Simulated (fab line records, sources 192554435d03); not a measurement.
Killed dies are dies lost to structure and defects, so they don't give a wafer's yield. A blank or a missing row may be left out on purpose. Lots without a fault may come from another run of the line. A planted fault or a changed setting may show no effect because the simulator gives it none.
fab line records | flow n5_finfet
record lots=4 wafers=12 last_day=19
route steps=1938 shown MOL_CONTACT_COAG@542 PASSIVATION@1936
lots that met no fault: from a run of the same line without faults
start_h: hours from the record's first day to the start of the lot's first wafer shown | wait_h: hours since the lot's step before | " the same as in the row above | L1.1+2: a row that stands for several wafers | - no value, or no start given | * or withheld: withheld | < > ~ a bound
route shown NAME@n: a module of which the file shows steps, and the number in the route of the first | usual: mean/standard deviation of fault-free wafers | same: alike in all rows | chamber/n: place in a boat | sites: the reading at each site | _std_site: their standard deviation | _edge_site: outer sites' mean less inner sites' | radius_mm: how far each site lies from the wafer's centre | mask NAME#n: copy n | behind: the tool/chamber that last shaped the wafer | hold: why the lot was held/for how many hours/how that ended | device: the transistor (n, p or np) that didn't switch | end of line: the same wafers' tests at the end of the route | a step without rows: its recipe alone | killed: dies lost to structure and defects at the first sort, not the wafer's yield | map: a wafer's dies, x killed, . not, _ none there
set.NAME: the setting as run; set.NAME@STEP: as run at that earlier step | model.NAME: the simulator's own value behind a step, which no gauge read
lots at some steps of the route; a table a step, a row a wafer
services: from which hour (start_h, from the record's first day; less than 0 if before it) a tool's chamber was out of use, for how many hours, and why
## steps
# step N5_MOL_CONTACT_COAG_PRECLEAN_111
# recipe chemistry=NF3:NH3 afs_cycles=1 temp_c=30 time_s=20 sublimation_temp_c=180 sublimation_time_s=60 pressure_torr=3 rf_power_w=30
# step N5_MOL_CONTACT_COAG_TI_SIL_19
# recipe material=Ti target_thk_a=42 temp_c=200 chamber_pressure_pa=5 power_w=5000 time_s=15
# step N5_MOL_CONTACT_COAG_ALD_20
# recipe material=TiN target_thk_a=15 temp_c=400 ald_precursor_family=TiCl4 ald_co_reactant=NH3 pulse_time_s=1 purge_time_s=3 co_reactant_purge_time_s=2 co_reactant_pulse_time_s=2 ald_cycles=68 pressure_torr=3
# step N5_MOL_CONTACT_COAG_SIL_ANNEAL_21
# recipe temp_c=550 time_s=60 ambient=N2
# step N5_MOL_CONTACT_COAG_PRE_CLEAN_141
# recipe gas=H2/He time_s=60 temp_c=300
# step N5_MOL_CONTACT_COAG_SPUTTER_143
# recipe material=Co target_thk_a=25 temp_c=25 chamber_pressure_pa=0.2
# step N5_MOL_CONTACT_COAG_CO_FILL_22
# recipe material=Co target_thk_a=200 temp_c=200 precursor=CCTBA/H2 pressure_torr=30
# step N5_MOL_CONTACT_COAG_ANNEAL_113
# recipe temp_c=400 time_s=300 ambient=H2/N2
# step N5_MOL_CONTACT_COAG_PRE_CLEAN_142
# recipe gas=H2/He time_s=60 temp_c=300
# step N5_MOL_CONTACT_COAG_SPUTTER_130
# recipe material=Co target_thk_a=475 temp_c=25 chamber_pressure_pa=0.5 power_w=3000
# step N5_MOL_CONTACT_COAG_PRECLEAN_125
# recipe chemistry=DIW time_s=57.5 temp_c=23
# step N5_MOL_CONTACT_COAG_SRD_126
# recipe dry_time_s=32 dry=n2_spin spin_rpm=1500
# step N5_MOL_CONTACT_COAG_CMP_23
# recipe stop_on=SiO2 t_overpolish_s=1.5 post_cmp_clean=cu_alkaline down_force_psi=2 platen_rpm=50.289 pad_velocity_m_s=1.0006 target_thk_nm=0
# usual motor_current_A=7.6/0.91 overpolish_run_s=1.499/0.0096 slurry_filter_dp_kPa=13.49/0.12 time_to_endpoint_s=9.4/2.7
# columns lot.wafer tool chamber start_h wait_h motor_current_A overpolish_run_s slurry_filter_dp_kPa time_to_endpoint_s model.SiNx_of_GATE_CUT_SAC_CAP_01.thk_nm
L291.2 cmp-02 3 147.56 0.0 8.5 1.501 13.40 10.1 18.4
L291.3 " 0 " " 8.0 1.510 13.40 8.5 18.2
L291.1 " 1 " " 7.4 1.492 13.57 1.9 16.6
L295.4 cmp-02 1 163.94 0.0 7.2 1.495 13.29 3.6 16.6
L295.3 " 0 " " 7.9 1.496 13.45 11.2 18.2
L295.5 " 1 " " 7.1 1.506 13.59 3.0 16.6
L301.1 cmp-03 0 194.77 0.1 7.6 1.489 13.57 8.8 18.4
L301.3 " 1 " " 8.4 1.509 13.58 7.3 18.4
L301.6 " 2 " " 7.8 1.500 13.35 5.3 18.4
L307.1 cmp-02 0 231.14 0.1 7.9 1.523 13.48 10.5 18.2
L307.3 " 2 " " 6.0 1.499 13.73 8.8 18.2
L307.5 " 3 " " 8.9 1.494 13.56 7.1 18.4
# step N5_MOL_CONTACT_COAG_WET_ETCH_26
# recipe target=Co target_depth_nm=13
# step N5_MOL_CONTACT_COAG_WET_ETCH_116
# recipe chemistry=SC1-inhibited target_depth_nm=4.6 dry=ipa_marangoni rinse_time_s=30 rinse_temp_c=23
# step N5_MOL_CONTACT_COAG_ALD_27
# recipe material=SiOC target_thk_a=170 temp_c=400 ald_precursor_family=carbosiloxane ald_co_reactant=H2-plasma pulse_time_s=1.5 time_s=2720 purge_time_s=2 co_reactant_purge_time_s=2 ald_cycles=340 pressure_torr=2
# step N5_MOL_CONTACT_COAG_CMP_28
# recipe stop_on=SiNx t_overpolish_s=0.85 post_cmp_clean=alkaline_brush down_force_psi=4.15 platen_rpm=51.8 pad_velocity_m_s=1.0307 target_thk_nm=14.522
# usual motor_current_A=11.6/1.4 slurry_filter_dp_kPa=13.48/0.14
# columns lot.wafer tool chamber start_h wait_h motor_current_A slurry_filter_dp_kPa model.SiNx_of_GATE_CUT_SAC_CAP_01.thk_nm
L291.2 cmp-02 0 150.03 0.8 11.9 13.61 18
L291.3 " 1 " " 11.0 13.54 17.8
L291.1 " 3 " " 13.9 13.35 16.4
L295.4 cmp-03 2 166.60 0.8 12.4 13.25 16.4
L295.3 " 1 " " 12.5 13.45 17.8
L295.5 " 2 " " 12.4 13.41 16.2
L301.3 cmp-04 1 197.16 0.9 10.9 13.58 18
L301.1 " 2 " " 13.6 13.51 18
L301.6 " 3 " " 10.0 13.66 18
L307.1 cmp-03 0 233.56 0.9 11.9 13.57 17.8
L307.3 " 1 " " 12.5 13.81 17.8
L307.5 " 3 " " 11.1 13.66 18
# step N5_MOL_CONTACT_COAG_THK_MEAS_29
# recipe reads=SiNx_of_GATE_CUT_PECVD_57+SiNx_of_GATE_CUT_SAC_CAP_01
# usual MD_CAP_THK=17.93/0.077
# columns lot.wafer tool chamber start_h wait_h MD_CAP_THK[nm]
L291.1 film_metro-02 - 150.33 - 16.33
L291.2 " - " " 17.96
L291.3 " - " " 17.87
L295.3 film_metro-02 - 166.89 - 17.86
L295.4 " - " " 16.32
L295.5 " - " " 16.22
L301.1 film_metro-01 - 197.38 - 17.99
L301.3 " - " " 18.03
L301.6 " - " " 17.98
L307.1 film_metro-02 - 233.78 - 17.95
L307.3 " - " " 17.91
L307.5 " - " " 18.01
# step N5_MOL_CONTACT_COAG_ALD_123
# recipe material=SiNx target_thk_a=50 temp_c=400 ald_precursor_family=SiH2I2 ald_co_reactant=N2/H2-plasma pulse_time_s=1 purge_time_s=2 co_reactant_purge_time_s=2 ald_cycles=100 pressure_torr=2
# step N5_MOL_CONTACT_COAG_PECVD_31
# recipe material=SiO2 target_thk_a=460 temp_c=400 precursor=TEOS/O2 pressure_torr=6.5 rf_w=withheld teos_flow_sccm=withheld gas=O2 flow_sccm=2650 time_s=8.9
# step N5_MOL_CONTACT_COAG_COAT_75
# recipe resist=SOC temp_c=250 time_s=60 spin_rpm=1500 resist_thk_nm=60
# step N5_MOL_CONTACT_COAG_COAT_76
# recipe resist=SiARC temp_c=220 time_s=60 spin_rpm=1500 resist_thk_nm=10
# step N5_MOL_CONTACT_COAG_COAT_77
# recipe resist=underlayer temp_c=205 time_s=60 spin_rpm=1500 resist_thk_nm=10
# step N5_MOL_CONTACT_COAG_COAT_78
# recipe resist=CAR-EUV spin_rpm=1500 resist_thk_nm=40
# step N5_MOL_CONTACT_COAG_EBR_80
# recipe solvent=PGMEA ebr_width_mm=1.5
# step N5_MOL_CONTACT_COAG_SOFTBAKE_79
# recipe temp_c=110 time_s=60 resist=CAR-EUV
# step N5_MOL_CONTACT_COAG_EXPOSE_81
# recipe mask_id=VG na=0.33 source_shape=annular sigma_inner=0.3 sigma_outer=0.7 polarization=unpolarized defocus_nm=0 dose_mj=59.5
# step N5_MOL_CONTACT_COAG_PEB_82
# recipe peb_temp_c=100 peb_time_s=60 resist=CAR-EUV
# step N5_MOL_CONTACT_COAG_DEVELOP_83
# recipe develop_time_s=30 developer=TMAH resist=CAR-EUV rinse_liquid=surfactant_rinse dry=air_spin dev_temp_c=23
# step N5_MOL_CONTACT_COAG_DESCUM_88
# recipe chemistry=O2 time_s=7 source_power_w=50 bias_power_w=20 pressure_mtorr=20 rf_frequency_hz=2.712e+07 temp_c=40 resist=CAR-EUV o2_flow_sccm=225
# step N5_MOL_CONTACT_COAG_ETCH_89
# recipe chemistry=N2/H2 target=underlayer target_depth_a=130 mask_material=CAR-EUV time_s=10.4 ion_energy_ev=200 pressure_mtorr=30 source_w=840 bias_w=150 n2_flow_sccm=200 h2_flow_sccm=200 ends=cleared
# step N5_MOL_CONTACT_COAG_ETCH_90
# recipe chemistry=CF4 target=SiARC target_depth_a=130 mask_material=CAR-EUV time_s=21.7 ion_energy_ev=80 pressure_mtorr=40 source_w=545 bias_w=36 Ar_flow_sccm=100 cf4_flow_sccm=100 ends=cleared
# step N5_MOL_CONTACT_COAG_ALD_131
# recipe material=SiO2 target_thk_a=50 temp_c=100 ald_precursor_family=BDEAS ald_co_reactant=O2-plasma pulse_time_s=1 co_reactant_pulse_time_s=1 purge_time_s=2 co_reactant_purge_time_s=2 ald_cycles=35 pressure_torr=2
# step N5_MOL_CONTACT_COAG_ETCHBACK_132
# recipe chemistry=CHF3 target=SiO2 target_depth_a=100 time_s=6.7 ion_energy_ev=200 pressure_mtorr=30 source_w=610 bias_w=170 Ar_flow_sccm=200 CHF3_flow_sccm=50
# step N5_MOL_CONTACT_COAG_ETCH_91
# recipe chemistry=N2/H2 target=SOC target_depth_a=600 overetch_a=210 mask_material=SiARC temp_c=40 time_s=101.2 ion_energy_ev=200 pressure_mtorr=30 source_w=840 bias_w=150 n2_flow_sccm=200 h2_flow_sccm=200
# step N5_MOL_CONTACT_COAG_STRIP_92
# recipe chemistry=N2/H2 temp_c=40 n2_flow_sccm=200 h2_flow_sccm=200 rf_frequency_hz=6e+07
# step N5_MOL_CONTACT_COAG_STRIP_93
# recipe chemistry=N2/H2 temp_c=40 n2_flow_sccm=200 h2_flow_sccm=200 rf_frequency_hz=6e+07
# step N5_MOL_CONTACT_COAG_ETCH_47
# recipe chemistry=CH3F/O2 target=SiNx target_depth_a=270 mask_material=SiO2 stop_on=W over_etch_frac=0.2 ion_energy_ev=120 endpoint=OES-CN pressure_mtorr=30 source_w=395 bias_w=73 Ar_flow_sccm=150 CH3F_flow_sccm=30 O2_flow_sccm=20 ends=end_point
# usual chamber_pressure_mTorr=30.002/0.026 drypump_motor_current_A=5.49/0.26 etch_rf_on_time_s=31.3/0.65 mfc_ar_sccm=150.1/0.47 oes_f_703_au=0.76/0.09 oes_product_au=0.68/0.08 rf_fwd_power_W=386.4/2 rf_vpp_V=294/3.8 showerhead_plenum_p_Torr=1.97/0.057 throttle_valve_pct=16.27/0.18
# columns lot.wafer tool chamber start_h wait_h chamber_pressure_mTorr drypump_motor_current_A etch_rf_on_time_s mfc_ar_sccm oes_f_703_au oes_product_au rf_fwd_power_W rf_hours_counter_h rf_vpp_V showerhead_plenum_p_Torr throttle_valve_pct model.etch.t_clear_s model.MOL_CONTACT_COAG.feature_depth_nm model.etch.depth_nm
L291.1 rie_diel-04 0 152.43 0.0 30.081 5.52 29.0 150.1 0.72 0.64 385.6 207 291 1.99 16.32 24.15 16.8 16.32
L291.2 " 3 " " 29.978 5.24 31.5 150.3 0.75 0.67 386.7 162 295 1.98 16.25 26.25 18.6 17.99
L291.3 " 1 " " 30.049 5.92 31.0 150.1 0.74 0.65 387.3 198 298 1.91 16.38 25.86 18.4 17.89
L295.3 rie_diel-04 2 168.60 0.0 30.020 5.39 31.5 150.6 0.69 0.60 389.3 245 296 1.96 16.30 26.27 18.4 17.84
L295.4 " 3 " " 30.004 5.24 28.6 149.7 0.74 0.66 386.3 - 295 1.98 16.27 23.84 16.8 16.31
L295.5 " 1 " " 30.009 5.90 28.5 150.3 0.73 0.64 385.6 - 297 1.91 16.41 23.77 16.8 16.21
L301.1 rie_diel-01 0 199.09 0.0 30.004 5.32 32.3 150.1 0.69 0.63 388.1 209 296 2.06 16.35 26.95 18.6 17.97
L301.3 " 3 " " 30.003 5.25 31.3 150.2 0.88 0.78 385.3 38 290 1.94 16.10 26.09 18.6 18.01
L301.6 " 0 " " 30.022 5.35 32.7 150.7 0.69 0.63 387.7 - 296 2.06 16.35 27.22 18.6 17.99
L307.1 rie_diel-01 0 235.90 0.0 30.015 5.34 32.5 150.2 0.69 0.62 388.3 227 295 2.05 16.40 27.07 18.4 17.89
L307.3 " 1 " " 29.997 5.63 31.5 150.4 0.67 0.60 383.7 244 300 1.88 16.38 26.22 18.4 17.86
L307.5 " 3 " " 30.009 5.25 31.0 150.9 0.85 0.76 386.2 - 289 1.93 16.13 25.78 18.6 18.04
# step N5_PASSIVATION_PROBE_49
# usual killed_at_M0_to_M3=33/11 killed_at_M4_up=15/6.2 killed_at_contacts=13/6.5 killed_at_front_end=38/11 killed_at_other=3.4/2.6 killed_dies=102/17 killed_open=67/12 killed_short=34/7.9
# same gross_dies=1180 killed_at_back_side=0
# columns lot.wafer tool chamber start_h wait_h killed_at_M0_to_M3 killed_at_M4_up killed_at_contacts killed_at_front_end killed_at_other killed_dies killed_open killed_short
L291.1 prober-01 - 338.93 0.4 43 11 9 32 4 99 67 31
L291.2 prober-01 - 338.98 0.4 42 8 7 18 1 76 58 18
L291.3 prober-01 - 339.03 0.5 31 12 14 39 9 105 62 41
L295.3 prober-02 - 346.76 0.1 26 26 14 33 7 106 66 39
L295.4 prober-02 - 346.81 0.2 30 14 13 53 3 113 66 47
L295.5 prober-02 - 346.86 0.2 38 26 6 34 0 104 71 32
L301.1 prober-02 - 392.52 0.0 33 24 14 30 7 108 71 35
L301.3 prober-02 - 392.62 0.1 18 25 18 38 4 103 74 28
L301.6 prober-02 - 392.77 0.3 11 25 12 48 1 97 61 34
# killed by level:class
L291.1 FIN_SAQP:geometric_particle:open=12 BEOL_M2:geometric_particle:open=12 MOL_CONTACT_COAG:geometric_particle:open=9 BEOL_M1:geometric_particle:open=9 BEOL_M0_SAQP:geometric_particle:short=8 STARTING-WAFER:geometric_particle:open=5 BEOL_M2:geometric_particle:short=4 BEOL_M3:geometric_particle:open=4
L291.2 BEOL_M1:geometric_particle:open=15 BEOL_M2:geometric_particle:open=7 MOL_CONTACT_COAG:geometric_particle:open=7 BEOL_M0_SAQP:geometric_particle:short=5 FIN_SAQP:geometric_particle:open=4 BEOL_M0_SAQP:geometric_particle:open=4 BEOL_M3:geometric_particle:open=4 STI_FIN_REVEAL:geometric_particle:open=3
L291.3 MOL_CONTACT_COAG:geometric_particle:open=12 BEOL_M1:geometric_particle:open=12 FIN_SAQP:geometric_particle:open=7 FIN_SAQP:geometric_particle:short=5 DUMMY_GATE:geometric_particle:open=5 BEOL_M0_SAQP:geometric_particle:short=5 BEOL_M2:geometric_particle:open=5 STARTING-WAFER:geometric_particle:short=5
L295.3 MOL_CONTACT_COAG:geometric_particle:open=13 FIN_SAQP:geometric_particle:short=10 BEOL_M4:geometric_particle:open=10 BEOL_M1:geometric_particle:open=9 BEOL_M5:geometric_particle:open=5 BEOL_M2:geometric_particle:open=4 BEOL_M4:geometric_particle:short=4 FIN_SAQP:geometric_particle:open=3
L295.4 FIN_SAQP:geometric_particle:short=20 FIN_SAQP:geometric_particle:open=13 MOL_CONTACT_COAG:geometric_particle:open=10 BEOL_M1:geometric_particle:short=8 BEOL_M1:geometric_particle:open=8 GATE_CUT:geometric_particle:open=4 BEOL_M0_SAQP:geometric_particle:open=4 DUMMY_GATE:geometric_particle:open=3
L295.5 BEOL_M4:geometric_particle:open=15 FIN_SAQP:geometric_particle:open=13 BEOL_M1:geometric_particle:open=13 FIN_SAQP:geometric_particle:short=7 BEOL_M1:geometric_particle:short=7 BEOL_M2:geometric_particle:open=7 MOL_CONTACT_COAG:geometric_particle:open=5 STI_FIN_REVEAL:geometric_particle:open=4
L301.1 BEOL_M4:geometric_particle:open=13 MOL_CONTACT_COAG:geometric_particle:open=12 BEOL_M2:geometric_particle:open=11 GATE_CUT:geometric_particle:open=5 BEOL_M1:geometric_particle:open=5 BEOL_M4:geometric_particle:short=5 BEOL_M0_SAQP:geometric_particle:open=4 FIN_SAQP:geometric_particle:short=4
L301.3 MOL_CONTACT_COAG:geometric_particle:open=17 BEOL_M4:geometric_particle:open=15 GATE_CUT:geometric_particle:short=11 BEOL_M2:geometric_particle:open=11 GATE_CUT:geometric_particle:open=7 FIN_SAQP:geometric_particle:short=4 FIN_SAQP:geometric_particle:open=4 BEOL_M4:geometric_particle:short=4
L301.6 BEOL_M4:geometric_particle:open=15 MOL_CONTACT_COAG:geometric_particle:open=12 STI_FIN_REVEAL:geometric_particle:open=9 FIN_SAQP:geometric_particle:short=8 BEOL_M0_SAQP:geometric_particle:short=7 GATE_CUT:geometric_particle:short=5 STARTING-WAFER:geometric_particle:short=5 FIN_SAQP:geometric_particle:open=4
## services
# columns tool chamber start_h hours kind
rie_diel-01 0 130.07 9.3 repair
rie_diel-01 - 130.59 0.9 repair
cmp-04 - 160.49 4.0 pm
rie_diel-04 0 165.31 3.0 repair
rie_diel-04 2 183.03 - clean
rie_diel-04 2 183.03 - consumable_replace:focus_ring
rie_diel-04 2 183.03 14.3 scheduled_down
rie_diel-04 2 183.03 14.3 vent_cycle
cmp-04 - 206.74 4.0 pm
cmp-04 - 210.74 - consumable_replace:conditioner
cmp-04 - 210.74 - consumable_replace:pad
cmp-04 - 224.54 0.8 repair
rie_diel-04 1 232.60 8.5 repair
cmp-03 - 235.46 3.2 repair
## key
first_sign step=N5_MOL_CONTACT_COAG_CMP_23 reading=time_to_endpoint_s direction=down sigmas=2.4 usual=* struck=*
effect step=N5_MOL_CONTACT_COAG_THK_MEAS_29 reading=MD_CAP_THK direction=down sigmas=21 usual=17.93 struck=16.29
effect step=N5_MOL_CONTACT_COAG_ETCH_47 reading=etch_rf_on_time_s direction=down sigmas=4 usual=* struck=*
model_effect step=N5_MOL_CONTACT_COAG_CMP_23 value=SiNx_of_GATE_CUT_SAC_CAP_01.thk_nm without=18.2 struck=16.6
model_effect step=N5_MOL_CONTACT_COAG_CMP_28 value=SiNx_of_GATE_CUT_SAC_CAP_01.thk_nm without=17.93 struck=16.33
model_effect step=N5_MOL_CONTACT_COAG_ETCH_47 value=etch.t_clear_s without=26.31 struck=23.92
met_at N5_MOL_CONTACT_COAG_CMP_23
struck_wafers L291.1,L295.4,L295.5
tester_left_out L291,L295
fault kind=process_parameter_drift tool=cmp-02 chamber=1 onset_h=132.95 steps=N5_MOL_CONTACT_COAG_CMP_23 channel=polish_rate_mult offset=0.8 shape=step end_h=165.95
# tester_left_out: of these lots the tester's yield and bins aren't shown, on N5 and GAA mostly nor the transistor test; their killed dies are dies lost to structure and defects alone, not to doping, threshold or leakage, so they don't give the yield
